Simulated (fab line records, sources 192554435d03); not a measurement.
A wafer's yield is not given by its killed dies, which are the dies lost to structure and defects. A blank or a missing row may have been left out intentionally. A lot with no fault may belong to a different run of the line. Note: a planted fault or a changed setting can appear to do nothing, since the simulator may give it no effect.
Matching of chambers :: flow n5-finfet :: N5_BEOL_M7_ETCH_61 on rie-diel-03: 4 sister chambers
The step etches SiARC in CF4, target depth 45.5 nm, time 75.8 s. 16 wafers are shown with their chamber, then 8 later ones without.

## EACH WAFER AND ITS CHAMBER
wafer: L076.3
chamber: 1
showerhead-plenum-p-Torr (Torr): 2.22
throttle-valve-pct (%): 16.0
oes-product-au (a.u.): 0.63

wafer: L076.4
chamber: 3
showerhead-plenum-p-Torr (Torr): 2.23
throttle-valve-pct (%): 15.6
oes-product-au (a.u.): 0.64

wafer: L076.6
chamber: 2
showerhead-plenum-p-Torr (Torr): 2.10
throttle-valve-pct (%): 15.3
oes-product-au (a.u.): 0.78

wafer: L077.4
chamber: 3
showerhead-plenum-p-Torr (Torr): 2.23
throttle-valve-pct (%): 15.6
oes-product-au (a.u.): 0.65

wafer: L077.5
chamber: 2
showerhead-plenum-p-Torr (Torr): 2.10
throttle-valve-pct (%): 15.3
oes-product-au (a.u.): 0.78

wafer: L077.6
chamber: 3
showerhead-plenum-p-Torr (Torr): 2.23
throttle-valve-pct (%): 15.6
oes-product-au (a.u.): 0.64

wafer: L080.1
chamber: 2
showerhead-plenum-p-Torr (Torr): 2.10
throttle-valve-pct (%): 15.3
oes-product-au (a.u.): 0.76

wafer: L080.4
chamber: 0
showerhead-plenum-p-Torr (Torr): 2.08
throttle-valve-pct (%): 15.1
oes-product-au (a.u.): 0.74

wafer: L080.5
chamber: 3
showerhead-plenum-p-Torr (Torr): 2.23
throttle-valve-pct (%): 15.6
oes-product-au (a.u.): 0.63

wafer: L078.4
chamber: 3
showerhead-plenum-p-Torr (Torr): 2.23
throttle-valve-pct (%): 15.6
oes-product-au (a.u.): 0.63

wafer: L078.5
chamber: 1
showerhead-plenum-p-Torr (Torr): 2.22
throttle-valve-pct (%): 16.0
oes-product-au (a.u.): 0.63

wafer: L078.6
chamber: 2
showerhead-plenum-p-Torr (Torr): 2.10
throttle-valve-pct (%): 15.3
oes-product-au (a.u.): 0.77

wafer: L081.3
chamber: 0
showerhead-plenum-p-Torr (Torr): 2.08
throttle-valve-pct (%): 15.1
oes-product-au (a.u.): 0.74

wafer: L081.5
chamber: 0
showerhead-plenum-p-Torr (Torr): 2.08
throttle-valve-pct (%): 15.1
oes-product-au (a.u.): 0.73

wafer: L081.6
chamber: 1
showerhead-plenum-p-Torr (Torr): 2.22
throttle-valve-pct (%): 16.0
oes-product-au (a.u.): 0.63

wafer: L088.2
chamber: 3
showerhead-plenum-p-Torr (Torr): 2.22
throttle-valve-pct (%): 15.7
oes-product-au (a.u.): 0.63

SIGNATURES, as means of the wafers listed above
reading: showerhead-plenum-p-Torr
chamber 0: 2.0800
chamber 1: 2.2200
chamber 2: 2.1000
chamber 3: 2.2283
scatter within a chamber: 0.00264

reading: throttle-valve-pct
chamber 0: 15.100
chamber 1: 16.000
chamber 2: 15.300
chamber 3: 15.617
scatter within a chamber: 0.0264

reading: oes-product-au
chamber 0: 0.7367
chamber 1: 0.6300
chamber 2: 0.7725
chamber 3: 0.6367
scatter within a chamber: 0.0075
Rule: for each reading, subtract the chamber's mean from the wafer's reading, divide by that reading's scatter and square the result; add these up over the readings and take the root, which gives the wafer's distance from the chamber. The wafer belongs to the nearest chamber; if the next one is less than 2 further off, it can't be placed. The scatter is the square root of a quotient: the sum, over the shown wafers, of each reading's squared deviation from its chamber's mean, divided by wafers minus chambers.

## WAFERS MISSING THEIR CHAMBER
wafer: L088.4
showerhead-plenum-p-Torr (Torr): 2.22
throttle-valve-pct (%): 16.1
oes-product-au (a.u.): 0.62

wafer: L088.6
showerhead-plenum-p-Torr (Torr): 2.22
throttle-valve-pct (%): 15.7
oes-product-au (a.u.): 0.63

wafer: L092.3
showerhead-plenum-p-Torr (Torr): 2.21
throttle-valve-pct (%): 16.1
oes-product-au (a.u.): 0.61

wafer: L092.4
showerhead-plenum-p-Torr (Torr): 2.22
throttle-valve-pct (%): 15.7
oes-product-au (a.u.): 0.63

wafer: L092.6
showerhead-plenum-p-Torr (Torr): 2.07
throttle-valve-pct (%): 15.1
oes-product-au (a.u.): 0.72

wafer: L093.1
showerhead-plenum-p-Torr (Torr): 2.21
throttle-valve-pct (%): 16.1
oes-product-au (a.u.): 0.61

wafer: L093.3
showerhead-plenum-p-Torr (Torr): 2.07
throttle-valve-pct (%): 15.1
oes-product-au (a.u.): 0.71

wafer: L093.4
showerhead-plenum-p-Torr (Torr): 2.22
throttle-valve-pct (%): 15.7
oes-product-au (a.u.): 0.62

## WHICH CHAMBER EACH ONE RAN IN
wafer: L088.4
from the rows above: 1
in truth: 1

wafer: L088.6
from the rows above: 3
in truth: 3

wafer: L092.3
from the rows above: 1
in truth: 1

wafer: L092.4
from the rows above: 3
in truth: 3

wafer: L092.6
from the rows above: 0
in truth: 0

wafer: L093.1
from the rows above: 1
in truth: 1

wafer: L093.3
from the rows above: 0
in truth: 0

wafer: L093.4
from the rows above: 3
in truth: 3
Correct placement for 8 of the 8. Can't be placed from these rows: 0. 0 placed wrongly.
